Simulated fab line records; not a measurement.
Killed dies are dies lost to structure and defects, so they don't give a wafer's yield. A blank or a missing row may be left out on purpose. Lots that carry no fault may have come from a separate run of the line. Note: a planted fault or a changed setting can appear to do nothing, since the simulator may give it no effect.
fab line records	flow nand_harc	part 1 of 2: steps 1 to 32 of 42
record lots=5	wafers=15	last_day=24
route steps=1159 shown P_STI@103 P_GATE@110
lots that met no fault: taken from a fault-free run of the same line
start_h: start of the lot's first displayed wafer, in hours after the record's first day	wait_h: time in hours since the lot's previous step	" identical to the entry in the row above	L1.1+2: several wafers, shown together as one row	- no value present, or no start provided	* or withheld: withheld	< > ~ a bound
route shown NAME@n: names a module that has steps shown in the file, with the first one's number in the route	usual: mean/standard deviation taken from wafers without a fault	same: alike in all rows	chamber/n: place in a boat	sites: the reading at each site	_std_site: how widely they spread, as a standard deviation	_edge_site: inner sites' mean taken away from outer sites' mean	radius_mm: how far each site lies from the wafer's centre	mask NAME#n: copy n	behind: the last tool/chamber to shape the wafer	hold: the reason the lot was held/the length of the hold in hours/how it ended	device: which transistor (n, p or np) failed to switch	end of line: tests run on the same wafers once the route is complete	where a step has no rows: the recipe by itself	killed: at the first sort, the dies lost to defects and structure; wafer yield is something else	map: the dies of a wafer, with x for killed, . for not killed, _ for no die there
set.NAME: the setting that was run; set.NAME@STEP: the one run at that earlier step	model.NAME: the simulator's own value behind a step, which no gauge read
certain route steps with their lots: each step a table, each wafer a row
services: from which hour (start_h, from the record's first day; less than 0 if before it) a tool's chamber was out of use, for how many hours, and why
## steps
# step NHARC_P_STI_ETCH_36
# recipe target_depth_a=388	chemistry=dHF	material=SiO2
lot.wafer	tool	chamber	start_h	wait_h
L074.4+5+6	wet_bench-05	7,1,2	57.88	0.0
L076.6+5+4	wet_bench-03	4,6,0	65.68	0.0
L082.3+6+2	wet_bench-03	5,7,0	103.27	0.0
L093.4+2+5	wet_bench-07	1,4,5	166.39	0.0
L095.2+4+1	wet_bench-03	3,4,7	183.29	0.0
# step NHARC_P_STI_STRIP_24
# recipe temp_c=160	chemistry=H3PO4	material=Si3N4
lot.wafer	tool	chamber	start_h	wait_h
L074.4+5+6	wet_bench-05	7,1,2	57.90	0.0
L076.6+5+4	wet_bench-03	4,6,0	65.69	0.0
L082.3+6+2	wet_bench-03	5,7,0	103.28	0.0
L093.4+2+5	wet_bench-07	1,4,5	166.40	0.0
L095.2+4+1	wet_bench-03	3,4,7	183.31	0.0
# step NHARC_P_STI_ETCH_37
# recipe target_depth_a=110	chemistry=dHF	material=SiO2
lot.wafer	tool	chamber	start_h	wait_h
L074.4+5+6	wet_bench-05	7,1,2	-	-
L076.6+5+4	wet_bench-03	4,6,0	-	-
L082.3+6+2	wet_bench-03	5,7,0	-	-
L093.4+2+5	wet_bench-07	1,4,5	-	-
L095.2+4+1	wet_bench-03	3,4,7	-	-
# step NHARC_P_STI_PRECLEAN_38
# recipe time_s=*	temp_c=50	bath_age_min=0	chemistry=SC1
lot.wafer	tool	chamber	start_h	wait_h
L074.4+5+6	wet_bench-05	7,1,2	-	-
L076.6+5+4	wet_bench-03	4,6,0	-	-
L082.3+6+2	wet_bench-03	5,7,0	-	-
L093.4+2+5	wet_bench-07	1,4,5	-	-
L095.2+4+1	wet_bench-03	3,4,7	-	-
# step NHARC_P_STI_SRD_39
lot.wafer	tool	chamber	start_h	wait_h
L074.4+5+6	wet_bench-05	7,1,2	-	-
L076.6+5+4	wet_bench-03	4,6,0	-	-
L082.3+6+2	wet_bench-03	5,7,0	-	-
L093.4+2+5	wet_bench-07	1,4,5	-	-
L095.2+4+1	wet_bench-03	3,4,7	-	-
# step NHARC_P_STI_OXIDE_40
# recipe target_thk_a=100	temp_c=900	ox_time_s=1362	material=SiO2
# usual zone_power_centre_pct=18.5/2.3
lot.wafer	tool	chamber	start_h	wait_h	zone_power_centre_pct
L074.4	furnace-02	0	63.13	-	16.2
L074.5	"	0	"	"	16.3
L074.6	"	0	"	"	16.3
L076.4	furnace-03	0	69.78	-	20.8
L076.5	"	0	"	"	21.3
L076.6	"	0	"	"	21.3
L082.2	furnace-03	0	108.62	-	21.5
L082.3	"	0	"	"	21.1
L082.6	"	0	"	"	21.7
L093.2	furnace-02	0	170.42	-	16.1
L093.4	"	0	"	"	16.1
L093.5	"	0	"	"	16.2
L095.1	furnace-02	0	188.16	-	16.1
L095.2	"	0	"	"	16.0
L095.4	"	0	"	"	16.3
# step NHARC_P_STI_INSPECT_25
# usual raw_defect_count=210/73
lot.wafer	tool	chamber	start_h	wait_h	raw_defect_count
L074.4	defect_inspect-01	-	67.16	0.4	172
L074.5	"	-	"	"	232
L074.6	"	-	"	"	187
L076.4	defect_inspect-01	-	73.87	0.4	192
L076.5	"	-	"	"	261
L076.6	"	-	"	"	135
L082.2	defect_inspect-01	-	112.64	0.4	156
L082.3	"	-	"	"	179
L082.6	"	-	"	"	226
L093.2	defect_inspect-01	-	174.47	0.4	184
L093.4	"	-	"	"	170
L093.5	"	-	"	"	160
L095.1	defect_inspect-01	-	192.27	0.4	137
L095.2	"	-	"	"	179
L095.4	"	-	"	"	127
# step NHARC_P_GATE_ETCH_69
# recipe target_depth_a=140	chemistry=dHF	material=SiO2
lot.wafer	tool	chamber	start_h	wait_h
L074.6+5+4	wet_bench-06	4,5,6	67.26	0.1
L076.6+4+5	wet_bench-02	0,4,5	73.91	0.0
L082.2+6+3	wet_bench-02	5,6,7	112.69	0.1
L093.2+4+5	wet_bench-06	5,7,0	174.54	0.1
L095.1+4+2	wet_bench-02	5,7,1	192.34	0.1
# step NHARC_P_GATE_PRECLEAN_70
# recipe time_s=*	temp_c=50	bath_age_min=0	chemistry=SC1
lot.wafer	tool	chamber	start_h	wait_h
L074.6+5+4	wet_bench-06	4,5,6	67.31	0.0
L076.6+4+5	wet_bench-02	0,4,5	74.01	0.1
L082.2+6+3	wet_bench-02	5,6,7	112.79	0.1
L093.2+4+5	wet_bench-06	5,7,0	174.62	0.1
L095.1+4+2	wet_bench-02	5,7,1	192.42	0.1
# step NHARC_P_GATE_SRD_01
lot.wafer	tool	chamber	start_h	wait_h
L074.6+5+4	wet_bench-06	4,5,6	-	-
L076.6+4+5	wet_bench-02	0,4,5	-	-
L082.2+6+3	wet_bench-02	5,6,7	-	-
L093.2+4+5	wet_bench-06	5,7,0	-	-
L095.1+4+2	wet_bench-02	5,7,1	-	-
# step NHARC_P_GATE_OXIDE_02
# recipe target_thk_a=375	temp_c=950	p_h2o_torr=720	ox_time_s=365	material=SiO2
# usual zone_power_centre_pct=19.9/0.81
lot.wafer	tool	chamber	start_h	wait_h	zone_power_centre_pct
L074.4	furnace-01	0	71.32	-	20.8
L074.5	"	0	"	"	20.8
L074.6	"	0	"	"	20.6
L076.4	furnace-08	0	76.91	-	19.3
L076.5	"	0	"	"	18.9
L076.6	"	0	"	"	19.2
L082.2	furnace-04	0	115.92	-	19.5
L082.3	"	0	"	"	19.4
L082.6	"	0	"	"	19.7
L093.2	furnace-08	0	178.00	-	19.2
L093.4	"	0	"	"	19.3
L093.5	"	0	"	"	18.8
L095.1	furnace-08	0	195.32	-	19.3
L095.2	"	0	"	"	19.0
L095.4	"	0	"	"	19.1
# step NHARC_P_GATE_DEHYDRATE_03
# recipe temp_c=150	time_s=120
# usual exhaust_pa=45.1/1
lot.wafer	tool	chamber	start_h	wait_h	exhaust_pa
L074.4	litho_track-05	0	75.89	0.4	44.1
L074.5	"	0	"	"	45.0
L074.6	"	0	"	"	45.0
L076.4	litho_track-05	0	81.54	0.4	44.7
L076.5	"	0	"	"	45.9
L076.6	"	0	"	"	45.2
L082.2	litho_track-07	0	120.51	0.4	46.0
L082.3	"	0	"	"	45.6
L082.6	"	0	"	"	45.7
L093.2	litho_track-05	0	182.60	0.4	46.2
L093.4	"	0	"	"	45.8
L093.5	"	0	"	"	47.6
L095.1	litho_track-05	0	199.94	0.4	43.9
L095.2	"	0	"	"	45.7
L095.4	"	0	"	"	45.7
# step NHARC_P_GATE_HMDS_04
# recipe time_s=30
# usual exhaust_pa=45.1/1
lot.wafer	tool	chamber	start_h	wait_h	exhaust_pa
L074.4	litho_track-05	0	-	-	44.9
L074.5	"	0	"	"	46.6
L074.6	"	0	"	"	45.2
L076.4	litho_track-05	0	-	-	45.8
L076.5	"	0	"	"	45.7
L076.6	"	0	"	"	44.9
L082.2	litho_track-07	0	-	-	43.5
L082.3	"	0	"	"	45.1
L082.6	"	0	"	"	43.9
L093.2	litho_track-05	0	-	-	46.3
L093.4	"	0	"	"	44.3
L093.5	"	0	"	"	44.9
L095.1	litho_track-05	0	-	-	47.4
L095.2	"	0	"	"	46.0
L095.4	"	0	"	"	47.2
# step NHARC_P_GATE_COAT_05
# recipe spin_rpm=4690
# usual exhaust_pa=44.9/0.81
lot.wafer	tool	chamber	start_h	wait_h	exhaust_pa
L074.4	litho_track-05	0	-	-	43.7
L074.5	"	0	"	"	46.5
L074.6	"	0	"	"	45.1
L076.4	litho_track-05	0	-	-	43.9
L076.5	"	0	"	"	44.7
L076.6	"	0	"	"	44.5
L082.2	litho_track-07	0	-	-	44.8
L082.3	"	0	"	"	45.7
L082.6	"	0	"	"	46.5
L093.2	litho_track-05	0	-	-	45.0
L093.4	"	0	"	"	44.5
L093.5	"	0	"	"	44.6
L095.1	litho_track-05	0	-	-	44.1
L095.2	"	0	"	"	44.8
L095.4	"	0	"	"	44.2
# step NHARC_P_GATE_SOFTBAKE_06
# recipe temp_c=122	time_s=95
# usual exhaust_pa=45.0/0.89
lot.wafer	tool	chamber	start_h	wait_h	exhaust_pa
L074.4	litho_track-05	0	-	-	44.5
L074.5	"	0	"	"	44.4
L074.6	"	0	"	"	44.8
L076.4	litho_track-05	0	-	-	46.0
L076.5	"	0	"	"	44.7
L076.6	"	0	"	"	43.8
L082.2	litho_track-07	0	-	-	43.8
L082.3	"	0	"	"	44.7
L082.6	"	0	"	"	43.3
L093.2	litho_track-05	0	-	-	45.8
L093.4	"	0	"	"	45.6
L093.5	"	0	"	"	46.4
L095.1	litho_track-05	0	-	-	46.0
L095.2	"	0	"	"	44.1
L095.4	"	0	"	"	43.2
# step NHARC_P_GATE_EBR_07
# usual exhaust_pa=45.0/0.76
lot.wafer	tool	chamber	start_h	wait_h	exhaust_pa
L074.4	litho_track-05	0	-	-	44.5
L074.5	"	0	"	"	45.8
L074.6	"	0	"	"	45.4
L076.4	litho_track-05	0	-	-	45.7
L076.5	"	0	"	"	44.0
L076.6	"	0	"	"	45.9
L082.2	litho_track-07	0	-	-	45.1
L082.3	"	0	"	"	44.9
L082.6	"	0	"	"	46.8
L093.2	litho_track-05	0	-	-	45.7
L093.4	"	0	"	"	45.6
L093.5	"	0	"	"	45.8
L095.1	litho_track-05	0	-	-	44.0
L095.2	"	0	"	"	44.9
L095.4	"	0	"	"	46.1
# step NHARC_P_GATE_EXPOSE_08
# recipe na=0.6	dose_mj=16.75	mask_id=P_HV
# usual focus_offset_nm=-0.1/0.6	reticle_temp_C=23.00/0.12
lot.wafer	tool	chamber	start_h	wait_h	mask	focus_offset_nm	reticle_temp_C
L074.4	krf_scanner-02	0	76.18	-	P_HV#0	-0.3	23.00
L074.5	"	0	"	"	P_HV#0	-0.5	23.07
L074.6	"	0	"	"	P_HV#0	-0.3	23.09
L076.4	krf_scanner-03	0	81.86	-	P_HV#0	-0.8	22.87
L076.5	"	0	"	"	P_HV#0	-1.3	22.89
L076.6	"	0	"	"	P_HV#0	-1.1	22.90
L082.2	krf_scanner-02	0	120.79	-	P_HV#0	-0.5	22.86
L082.3	"	0	"	"	P_HV#0	0.3	22.95
L082.6	"	0	"	"	P_HV#0	0.7	22.92
L093.2	krf_scanner-03	0	183.03	-	P_HV#0	0.1	23.02
L093.4	"	0	"	"	P_HV#0	0.3	22.99
L093.5	"	0	"	"	P_HV#0	0.1	22.78
L095.1	krf_scanner-01	0	200.09	-	P_HV#0	-1.1	23.02
L095.2	"	0	"	"	P_HV#0	-0.2	23.24
L095.4	"	0	"	"	P_HV#0	-0.3	23.07
# step NHARC_P_GATE_PEB_09
# recipe peb_temp_c=118	peb_time_s=85
# usual exhaust_pa=45.1/0.85
lot.wafer	tool	chamber	start_h	wait_h	exhaust_pa
L074.4	litho_track-07	0	76.23	0.0	45.5
L074.5	"	0	"	"	44.8
L074.6	"	0	"	"	45.1
L076.4	litho_track-05	0	81.91	0.0	44.3
L076.5	"	0	"	"	43.8
L076.6	"	0	"	"	44.4
L082.2	litho_track-05	0	120.85	0.1	44.6
L082.3	"	0	"	"	44.3
L082.6	"	0	"	"	43.5
L093.2	litho_track-05	0	183.09	0.1	45.9
L093.4	"	0	"	"	46.0
L093.5	"	0	"	"	45.6
L095.1	litho_track-05	0	200.15	0.1	46.1
L095.2	"	0	"	"	45.7
L095.4	"	0	"	"	44.4
# step NHARC_P_GATE_DEVELOP_10
# recipe time_s=70
# usual exhaust_pa=44.9/0.88
lot.wafer	tool	chamber	start_h	wait_h	exhaust_pa
L074.4	litho_track-07	0	-	-	42.8
L074.5	"	0	"	"	45.3
L074.6	"	0	"	"	44.4
L076.4	litho_track-05	0	-	-	46.0
L076.5	"	0	"	"	42.8
L076.6	"	0	"	"	44.8
L082.2	litho_track-05	0	-	-	44.5
L082.3	"	0	"	"	44.4
L082.6	"	0	"	"	45.6
L093.2	litho_track-05	0	-	-	46.3
L093.4	"	0	"	"	45.1
L093.5	"	0	"	"	45.4
L095.1	litho_track-05	0	-	-	44.7
L095.2	"	0	"	"	44.3
L095.4	"	0	"	"	44.6
# step NHARC_P_GATE_CD_MEAS_11
# recipe target_cd_nm=1640	landing_energy_ev=500
# usual cd_nm=1639.9/1.7
lot.wafer	tool	chamber	start_h	wait_h	cd_nm
L074.4	cd_sem-02	0	76.32	-	1639.3
L074.5	"	0	"	"	1639.5
L074.6	"	0	"	"	1639.6
L076.4	cd_sem-02	0	82.01	-	1642.8
L076.5	"	0	"	"	1641.4
L076.6	"	0	"	"	1640.6
L082.2	cd_sem-02	0	120.94	-	1639.7
L082.3	"	0	"	"	1641.7
L082.6	"	0	"	"	1638.9
L093.2	cd_sem-02	0	183.18	-	1638.9
L093.4	"	0	"	"	1641.1
L093.5	"	0	"	"	1638.2
L095.1	cd_sem-01	0	200.24	-	1640.4
L095.2	"	0	"	"	1638.0
L095.4	"	0	"	"	1640.1
# step NHARC_P_GATE_HARDBAKE_12
# recipe temp_c=125	time_s=80
# usual exhaust_pa=45.1/0.95
lot.wafer	tool	chamber	start_h	wait_h	exhaust_pa
L074.4	litho_track-02	0	76.40	-	45.2
L074.5	"	0	"	"	46.1
L074.6	"	0	"	"	46.3
L076.4	litho_track-02	0	82.09	-	45.3
L076.5	"	0	"	"	45.4
L076.6	"	0	"	"	44.5
L082.2	litho_track-07	0	121.03	-	47.2
L082.3	"	0	"	"	44.3
L082.6	"	0	"	"	47.0
L093.2	litho_track-02	0	183.26	-	44.8
L093.4	"	0	"	"	42.7
L093.5	"	0	"	"	43.1
L095.1	litho_track-05	0	200.32	-	44.3
L095.2	"	0	"	"	45.1
L095.4	"	0	"	"	45.4
# step NHARC_P_GATE_DESCUM_13
# recipe time_s=3	o2_flow_sccm=200	ar_flow_sccm=0	bias_power_w=0	chemistry=O2
# usual drypump_motor_current_A=5.6/0.55	oes_product_au=1.001/0.0087	rf_vpp_V=57.9/0.82	showerhead_plenum_p_Torr=1.93/0.067	throttle_valve_pct=11.311/0.0094
lot.wafer	tool	chamber	start_h	wait_h	drypump_motor_current_A	oes_product_au	rf_hours_counter_h	rf_vpp_V	showerhead_plenum_p_Torr	throttle_valve_pct
L074.4	rie_diel-11	2	76.50	-	5.6	0.998	20	57.7	1.82	11.292
L074.5	"	0	"	"	6.1	0.990	-	56.8	1.90	11.309
L074.6	"	1	"	"	6.4	1.013	-	59.1	1.99	11.300
L076.4	rie_diel-02	1	82.21	-	5.3	0.986	-	58.3	1.90	11.305
L076.5	"	2	"	"	5.3	0.993	-	56.6	1.90	11.323
L076.6	"	0	"	"	4.7	0.989	-	58.4	1.99	11.339
L082.2	rie_diel-11	1	121.11	-	6.4	0.998	40	58.4	1.98	11.312
L082.3	"	3	"	"	5.4	0.998	38	57.4	1.86	11.319
L082.6	"	1	"	"	6.4	1.001	-	58.5	1.98	11.312
L093.4	rie_diel-02	2	183.42	-	5.4	0.997	4	58.2	1.90	11.310
L093.2	"	0	"	"	4.7	0.998	5	58.7	1.98	11.301
L093.5	"	3	"	"	5.7	0.991	-	58.1	1.86	11.313
L095.1	rie_diel-11	1	200.40	-	6.4	0.987	0	57.6	1.98	11.317
L095.2	"	2	"	"	5.6	1.000	0	56.9	1.81	11.306
L095.4	"	3	"	"	5.3	0.994	0	57.4	1.85	11.316
# step NHARC_P_GATE_ETCH_14
# recipe target_depth_a=488	chemistry=dHF	material=SiO2
lot.wafer	tool	chamber	start_h	wait_h
L074.6+5+4	wet_bench-09	5,7,1	76.62	0.1
L076.4+6+5	wet_bench-06	4,5,6	82.34	0.1
L082.3+6+2	wet_bench-02	5,6,7	121.25	0.1
L093.5+4+2	wet_bench-09	1,3,4	183.57	0.1
L095.4+1+2	wet_bench-09	4,5,1	200.54	0.1
# step NHARC_P_GATE_STRIP_15
# recipe time_s=780	temp_c=130	chemistry=SPM
lot.wafer	tool	chamber	start_h	wait_h
L074.6+5+4	wet_bench-09	5,7,1	76.66	0.0
L076.4+6+5	wet_bench-06	4,5,6	82.39	0.0
L082.3+6+2	wet_bench-02	5,6,7	121.29	0.0
L093.5+4+2	wet_bench-09	1,3,4	183.61	0.0
L095.4+1+2	wet_bench-09	4,5,1	200.58	0.0
# step NHARC_P_GATE_PRECLEAN_71
# recipe time_s=*	temp_c=50	bath_age_min=0	chemistry=SC1
lot.wafer	tool	chamber	start_h	wait_h
L074.6+5+4	wet_bench-09	5,7,1	-	-
L076.4+6+5	wet_bench-06	4,5,6	-	-
L082.3+6+2	wet_bench-02	5,6,7	-	-
L093.5+4+2	wet_bench-09	1,3,4	-	-
L095.4+1+2	wet_bench-09	4,5,1	-	-
# step NHARC_P_GATE_SRD_72
lot.wafer	tool	chamber	start_h	wait_h
L074.6+5+4	wet_bench-09	5,7,1	-	-
L076.4+6+5	wet_bench-06	4,5,6	-	-
L082.3+6+2	wet_bench-02	5,6,7	-	-
L093.5+4+2	wet_bench-09	1,3,4	-	-
L095.4+1+2	wet_bench-09	4,5,1	-	-
# step NHARC_P_GATE_OXIDE_16
# recipe target_thk_a=30	temp_c=875	ox_time_s=392	material=SiO2
# usual zone_power_centre_pct=16.3/0.59
lot.wafer	tool	chamber	start_h	wait_h	zone_power_centre_pct
L074.4	furnace-04	0	80.00	-	16.2
L074.5	"	0	"	"	16.4
L074.6	"	0	"	"	16.3
L076.4	furnace-08	0	85.33	-	16.2
L076.5	"	0	"	"	16.1
L076.6	"	0	"	"	16.1
L082.2	furnace-08	0	124.42	-	16.1
L082.3	"	0	"	"	16.0
L082.6	"	0	"	"	16.0
L093.2	furnace-08	0	186.55	-	15.9
L093.4	"	0	"	"	15.8
L093.5	"	0	"	"	16.2
L095.1	furnace-04	0	203.93	-	16.1
L095.2	"	0	"	"	16.5
L095.4	"	0	"	"	16.2
# step NHARC_P_GATE_CVD_17
# recipe target_thk_a=1500	temp_c=620	time_s=900	material=poly-Si
# usual zone_power_centre_pct=10.19/0.2
lot.wafer	tool	chamber	start_h	wait_h	zone_power_centre_pct
L074.4	lpcvd_poly-04	0	86.03	2.5	10.31
L074.5	"	0	"	"	10.08
L074.6	"	0	"	"	10.47
L076.4	lpcvd_poly-04	0	91.34	2.5	10.22
L076.5	"	0	"	"	10.24
L076.6	"	0	"	"	10.40
L082.2	lpcvd_poly-03	0	130.75	2.9	9.59
L082.3	"	0	"	"	9.78
L082.6	"	0	"	"	9.69
L093.2	lpcvd_poly-04	0	192.61	2.5	10.17
L093.4	"	0	"	"	10.35
L093.5	"	0	"	"	10.19
L095.1	lpcvd_poly-01	0	210.14	2.7	10.16
L095.2	"	0	"	"	10.00
L095.4	"	0	"	"	10.20
# step NHARC_P_GATE_HM_DEP_102
# recipe target_thk_a=1200	temp_c=400	material=aC
# usual throttle_valve_pct=35.000/0.0091
lot.wafer	tool	chamber	start_h	wait_h	throttle_valve_pct
L074.4	acl_dep-01	0	88.97	0.7	34.988
L074.5	"	0	"	"	35.018
L074.6	"	0	"	"	34.998
L076.4	acl_dep-03	0	94.62	1.1	34.995
L076.5	"	0	"	"	34.995
L076.6	"	0	"	"	34.977
L082.2	acl_dep-03	0	134.90	1.9	35.002
L082.3	"	0	"	"	34.998
L082.6	"	0	"	"	34.992
L093.2	acl_dep-01	0	195.72	0.9	34.988
L093.4	"	0	"	"	34.998
L093.5	"	0	"	"	34.987
L095.1	acl_dep-02	0	212.89	0.5	35.017
L095.2	"	0	"	"	35.001
L095.4	"	0	"	"	34.984
# step NHARC_P_GATE_DEP_103
# recipe target_thk_a=300	target_thk_nm=30	temp_c=400	flow_sccm=200	rf_w=350	material=SiON
# usual heater_power_w=744/83
lot.wafer	tool	chamber	start_h	wait_h	heater_power_w
L074.6	pecvd-02	1	89.42	0.1	781
L074.4	"	2	"	"	843
L074.5	"	0	"	"	656
L076.6	pecvd-02	0	95.05	0.1	625
L076.5	"	1	"	"	739
L076.4	"	2	"	"	850
L082.2	pecvd-04	2	135.46	0.4	889
L082.3	"	0	"	"	640
L082.6	"	2	"	"	887
L093.2	pecvd-02	0	196.28	0.5	717
L093.5	"	1	"	"	683
L093.4	"	2	"	"	882
L095.1	pecvd-04	1	213.56	0.6	657
L095.2	"	2	"	"	817
L095.4	"	1	"	"	648
# step NHARC_P_GATE_DEHYDRATE_18
# recipe temp_c=150	time_s=120
# usual exhaust_pa=44.9/0.77
lot.wafer	tool	chamber	start_h	wait_h	exhaust_pa
L074.4	litho_track-04	0	89.61	0.1	44.5
L074.5	"	0	"	"	44.7
L074.6	"	0	"	"	45.1
L076.4	litho_track-06	0	95.24	0.1	44.6
L076.5	"	0	"	"	45.6
L076.6	"	0	"	"	46.2
L082.2	litho_track-06	0	135.73	0.2	45.3
L082.3	"	0	"	"	44.7
L082.6	"	0	"	"	46.0
L093.2	litho_track-01	0	196.55	0.2	44.3
L093.4	"	0	"	"	45.6
L093.5	"	0	"	"	44.9
L095.1	litho_track-04	0	213.84	0.2	44.3
L095.2	"	0	"	"	44.6
L095.4	"	0	"	"	43.8
# step NHARC_P_GATE_HMDS_19
# recipe time_s=30
# usual exhaust_pa=44.9/0.84
lot.wafer	tool	chamber	start_h	wait_h	exhaust_pa
L074.4	litho_track-04	0	-	-	45.1
L074.5	"	0	"	"	46.0
L074.6	"	0	"	"	44.0
L076.4	litho_track-06	0	-	-	44.6
L076.5	"	0	"	"	45.2
L076.6	"	0	"	"	46.0
L082.2	litho_track-06	0	-	-	44.8
L082.3	"	0	"	"	46.2
L082.6	"	0	"	"	44.8
L093.2	litho_track-01	0	-	-	43.3
L093.4	"	0	"	"	44.5
L093.5	"	0	"	"	44.9
L095.1	litho_track-04	0	-	-	44.1
L095.2	"	0	"	"	43.7
L095.4	"	0	"	"	44.6
